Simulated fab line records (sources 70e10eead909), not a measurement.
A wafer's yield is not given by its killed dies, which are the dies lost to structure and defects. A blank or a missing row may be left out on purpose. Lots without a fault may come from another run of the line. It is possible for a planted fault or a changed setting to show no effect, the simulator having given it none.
Matching of chambers || flow nand-harc || rie-diel-05 running NHARC_A_BONDPAD_ETCH_34: 4 sister chambers
The step etches the open film in N2/H2, target depth 60 nm, overetch 18 nm, time 65.91 s. 42 wafers are shown with their chamber, then 12 later ones without.

== WAFERS PAIRED WITH THEIR CHAMBERS ==
{"wafer": "L076.4", "chamber": 0, "showerhead-plenum-p-Torr (Torr)": 2.13, "drypump-motor-current-A (A)": 5.4, "rf-vpp-V (V)": 433.9}
{"wafer": "L076.5", "chamber": 1, "showerhead-plenum-p-Torr (Torr)": 2.11, "drypump-motor-current-A (A)": 5.2, "rf-vpp-V (V)": 432.6}
{"wafer": "L076.6", "chamber": 0, "showerhead-plenum-p-Torr (Torr)": 2.13, "drypump-motor-current-A (A)": 5.5, "rf-vpp-V (V)": 432.3}
{"wafer": "L074.1", "chamber": 0, "showerhead-plenum-p-Torr (Torr)": 2.13, "drypump-motor-current-A (A)": 5.4, "rf-vpp-V (V)": 432.8}
{"wafer": "L074.2", "chamber": 2, "showerhead-plenum-p-Torr (Torr)": 2.20, "drypump-motor-current-A (A)": 5.4, "rf-vpp-V (V)": 435.5}
{"wafer": "L074.4", "chamber": 1, "showerhead-plenum-p-Torr (Torr)": 2.11, "drypump-motor-current-A (A)": 5.2, "rf-vpp-V (V)": 433.0}
{"wafer": "L075.3", "chamber": 3, "showerhead-plenum-p-Torr (Torr)": 2.02, "drypump-motor-current-A (A)": 6.0, "rf-vpp-V (V)": 431.5}
{"wafer": "L075.5", "chamber": 3, "showerhead-plenum-p-Torr (Torr)": 2.02, "drypump-motor-current-A (A)": 6.0, "rf-vpp-V (V)": 430.4}
{"wafer": "L075.6", "chamber": 2, "showerhead-plenum-p-Torr (Torr)": 2.20, "drypump-motor-current-A (A)": 5.4, "rf-vpp-V (V)": 433.7}
{"wafer": "L077.1", "chamber": 1, "showerhead-plenum-p-Torr (Torr)": 2.11, "drypump-motor-current-A (A)": 5.3, "rf-vpp-V (V)": 432.5}
{"wafer": "L077.2", "chamber": 0, "showerhead-plenum-p-Torr (Torr)": 2.13, "drypump-motor-current-A (A)": 5.5, "rf-vpp-V (V)": 433.9}
{"wafer": "L077.3", "chamber": 2, "showerhead-plenum-p-Torr (Torr)": 2.20, "drypump-motor-current-A (A)": 5.4, "rf-vpp-V (V)": 434.4}
{"wafer": "L078.1", "chamber": 0, "showerhead-plenum-p-Torr (Torr)": 2.13, "drypump-motor-current-A (A)": 5.5, "rf-vpp-V (V)": 433.1}
{"wafer": "L078.2", "chamber": 1, "showerhead-plenum-p-Torr (Torr)": 2.11, "drypump-motor-current-A (A)": 5.2, "rf-vpp-V (V)": 430.6}
{"wafer": "L078.4", "chamber": 2, "showerhead-plenum-p-Torr (Torr)": 2.20, "drypump-motor-current-A (A)": 5.4, "rf-vpp-V (V)": 435.5}
{"wafer": "L080.3", "chamber": 1, "showerhead-plenum-p-Torr (Torr)": 2.11, "drypump-motor-current-A (A)": 5.2, "rf-vpp-V (V)": 431.7}
{"wafer": "L080.4", "chamber": 0, "showerhead-plenum-p-Torr (Torr)": 2.13, "drypump-motor-current-A (A)": 5.5, "rf-vpp-V (V)": 434.6}
{"wafer": "L080.5", "chamber": 0, "showerhead-plenum-p-Torr (Torr)": 2.13, "drypump-motor-current-A (A)": 5.5, "rf-vpp-V (V)": 432.6}
{"wafer": "L082.1", "chamber": 3, "showerhead-plenum-p-Torr (Torr)": 2.02, "drypump-motor-current-A (A)": 5.9, "rf-vpp-V (V)": 430.2}
{"wafer": "L082.4", "chamber": 2, "showerhead-plenum-p-Torr (Torr)": 2.20, "drypump-motor-current-A (A)": 5.4, "rf-vpp-V (V)": 435.0}
{"wafer": "L082.5", "chamber": 3, "showerhead-plenum-p-Torr (Torr)": 2.02, "drypump-motor-current-A (A)": 6.0, "rf-vpp-V (V)": 429.6}
{"wafer": "L084.2", "chamber": 0, "showerhead-plenum-p-Torr (Torr)": 2.13, "drypump-motor-current-A (A)": 5.5, "rf-vpp-V (V)": 432.2}
{"wafer": "L084.5", "chamber": 3, "showerhead-plenum-p-Torr (Torr)": 2.02, "drypump-motor-current-A (A)": 6.0, "rf-vpp-V (V)": 430.2}
{"wafer": "L084.6", "chamber": 2, "showerhead-plenum-p-Torr (Torr)": 2.20, "drypump-motor-current-A (A)": 5.4, "rf-vpp-V (V)": 434.6}
{"wafer": "L086.1", "chamber": 0, "showerhead-plenum-p-Torr (Torr)": 2.13, "drypump-motor-current-A (A)": 5.5, "rf-vpp-V (V)": 433.0}
{"wafer": "L086.2", "chamber": 1, "showerhead-plenum-p-Torr (Torr)": 2.11, "drypump-motor-current-A (A)": 5.2, "rf-vpp-V (V)": 431.9}
{"wafer": "L086.5", "chamber": 0, "showerhead-plenum-p-Torr (Torr)": 2.13, "drypump-motor-current-A (A)": 5.5, "rf-vpp-V (V)": 433.5}
{"wafer": "L085.1", "chamber": 0, "showerhead-plenum-p-Torr (Torr)": 2.13, "drypump-motor-current-A (A)": 5.5, "rf-vpp-V (V)": 435.1}
{"wafer": "L085.2", "chamber": 2, "showerhead-plenum-p-Torr (Torr)": 2.20, "drypump-motor-current-A (A)": 5.4, "rf-vpp-V (V)": 435.9}
{"wafer": "L085.4", "chamber": 3, "showerhead-plenum-p-Torr (Torr)": 2.02, "drypump-motor-current-A (A)": 6.0, "rf-vpp-V (V)": 429.4}
{"wafer": "L087.1", "chamber": 3, "showerhead-plenum-p-Torr (Torr)": 2.02, "drypump-motor-current-A (A)": 5.9, "rf-vpp-V (V)": 430.0}
{"wafer": "L087.4", "chamber": 0, "showerhead-plenum-p-Torr (Torr)": 2.13, "drypump-motor-current-A (A)": 5.5, "rf-vpp-V (V)": 434.2}
{"wafer": "L087.6", "chamber": 3, "showerhead-plenum-p-Torr (Torr)": 2.02, "drypump-motor-current-A (A)": 6.0, "rf-vpp-V (V)": 430.9}
{"wafer": "L089.3", "chamber": 2, "showerhead-plenum-p-Torr (Torr)": 2.19, "drypump-motor-current-A (A)": 5.4, "rf-vpp-V (V)": 434.7}
{"wafer": "L089.4", "chamber": 0, "showerhead-plenum-p-Torr (Torr)": 2.13, "drypump-motor-current-A (A)": 5.5, "rf-vpp-V (V)": 432.1}
{"wafer": "L089.6", "chamber": 1, "showerhead-plenum-p-Torr (Torr)": 2.11, "drypump-motor-current-A (A)": 5.2, "rf-vpp-V (V)": 433.3}
{"wafer": "L088.4", "chamber": 0, "showerhead-plenum-p-Torr (Torr)": 2.13, "drypump-motor-current-A (A)": 5.5, "rf-vpp-V (V)": 432.6}
{"wafer": "L088.5", "chamber": 2, "showerhead-plenum-p-Torr (Torr)": 2.19, "drypump-motor-current-A (A)": 5.4, "rf-vpp-V (V)": 434.2}
{"wafer": "L088.6", "chamber": 3, "showerhead-plenum-p-Torr (Torr)": 2.02, "drypump-motor-current-A (A)": 6.0, "rf-vpp-V (V)": 429.4}
{"wafer": "L092.1", "chamber": 0, "showerhead-plenum-p-Torr (Torr)": 2.13, "drypump-motor-current-A (A)": 5.5, "rf-vpp-V (V)": 434.1}
{"wafer": "L092.4", "chamber": 3, "showerhead-plenum-p-Torr (Torr)": 2.02, "drypump-motor-current-A (A)": 6.0, "rf-vpp-V (V)": 427.8}
{"wafer": "L092.5", "chamber": 3, "showerhead-plenum-p-Torr (Torr)": 2.02, "drypump-motor-current-A (A)": 6.0, "rf-vpp-V (V)": 429.1}

SIGNATURES, as means of the wafers listed above
{"reading": "showerhead-plenum-p-Torr", "chamber 0": 2.1300, "chamber 1": 2.1100, "chamber 2": 2.1978, "chamber 3": 2.0200, "scatter within a chamber": 0.00202}
{"reading": "drypump-motor-current-A", "chamber 0": 5.487, "chamber 1": 5.214, "chamber 2": 5.400, "chamber 3": 5.982, "scatter within a chamber": 0.0334}
{"reading": "rf-vpp-V", "chamber 0": 433.333, "chamber 1": 432.229, "chamber 2": 434.833, "chamber 3": 429.864, "scatter within a chamber": 0.9}
Rule: a wafer's distance from a chamber is the root of the sum, over the readings, of the square of ((its reading less the chamber's mean) divided by the reading's scatter). The wafer belongs to the nearest chamber; if the next one is less than 2 further off, it can't be placed. The scatter: take each reading less its chamber's mean, square it, sum over the shown wafers, divide by the number of wafers less the number of chambers, and take the root.

== WAFERS WITH NO CHAMBER GIVEN ==
{"wafer": "L093.2", "showerhead-plenum-p-Torr (Torr)": 2.12, "drypump-motor-current-A (A)": 5.4, "rf-vpp-V (V)": 432.4}
{"wafer": "L093.3", "showerhead-plenum-p-Torr (Torr)": 2.11, "drypump-motor-current-A (A)": 5.2, "rf-vpp-V (V)": 432.4}
{"wafer": "L093.4", "showerhead-plenum-p-Torr (Torr)": 2.19, "drypump-motor-current-A (A)": 5.4, "rf-vpp-V (V)": 434.3}
{"wafer": "L096.2", "showerhead-plenum-p-Torr (Torr)": 2.02, "drypump-motor-current-A (A)": 5.9, "rf-vpp-V (V)": 430.8}
{"wafer": "L096.4", "showerhead-plenum-p-Torr (Torr)": 2.12, "drypump-motor-current-A (A)": 5.5, "rf-vpp-V (V)": 433.6}
{"wafer": "L096.5", "showerhead-plenum-p-Torr (Torr)": 2.11, "drypump-motor-current-A (A)": 5.2, "rf-vpp-V (V)": 432.5}
{"wafer": "L095.1", "showerhead-plenum-p-Torr (Torr)": 2.02, "drypump-motor-current-A (A)": 6.0, "rf-vpp-V (V)": 429.8}
{"wafer": "L095.3", "showerhead-plenum-p-Torr (Torr)": 2.19, "drypump-motor-current-A (A)": 5.4, "rf-vpp-V (V)": 432.6}
{"wafer": "L095.6", "showerhead-plenum-p-Torr (Torr)": 2.19, "drypump-motor-current-A (A)": 5.4, "rf-vpp-V (V)": 434.6}
{"wafer": "L097.1", "showerhead-plenum-p-Torr (Torr)": 2.12, "drypump-motor-current-A (A)": 5.5, "rf-vpp-V (V)": 433.3}
{"wafer": "L097.3", "showerhead-plenum-p-Torr (Torr)": 2.19, "drypump-motor-current-A (A)": 5.4, "rf-vpp-V (V)": 435.2}
{"wafer": "L097.4", "showerhead-plenum-p-Torr (Torr)": 2.02, "drypump-motor-current-A (A)": 5.9, "rf-vpp-V (V)": 430.2}

== THE CHAMBER EACH PASSED THROUGH ==
{"wafer": "L093.2", "from the rows above": "can't be placed: 0 or 1", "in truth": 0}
{"wafer": "L093.3", "from the rows above": 1, "in truth": 1}
{"wafer": "L093.4", "from the rows above": 2, "in truth": 2}
{"wafer": "L096.2", "from the rows above": 3, "in truth": 3}
{"wafer": "L096.4", "from the rows above": 0, "in truth": 0}
{"wafer": "L096.5", "from the rows above": 1, "in truth": 1}
{"wafer": "L095.1", "from the rows above": 3, "in truth": 3}
{"wafer": "L095.3", "from the rows above": 2, "in truth": 2}
{"wafer": "L095.6", "from the rows above": 2, "in truth": 2}
{"wafer": "L097.1", "from the rows above": 0, "in truth": 0}
{"wafer": "L097.3", "from the rows above": 2, "in truth": 2}
{"wafer": "L097.4", "from the rows above": 3, "in truth": 3}
Correctly placed: 11 of 12. Can't be placed from these rows: 1 (the true chamber is among the candidates in 1). Number placed wrongly: 0.
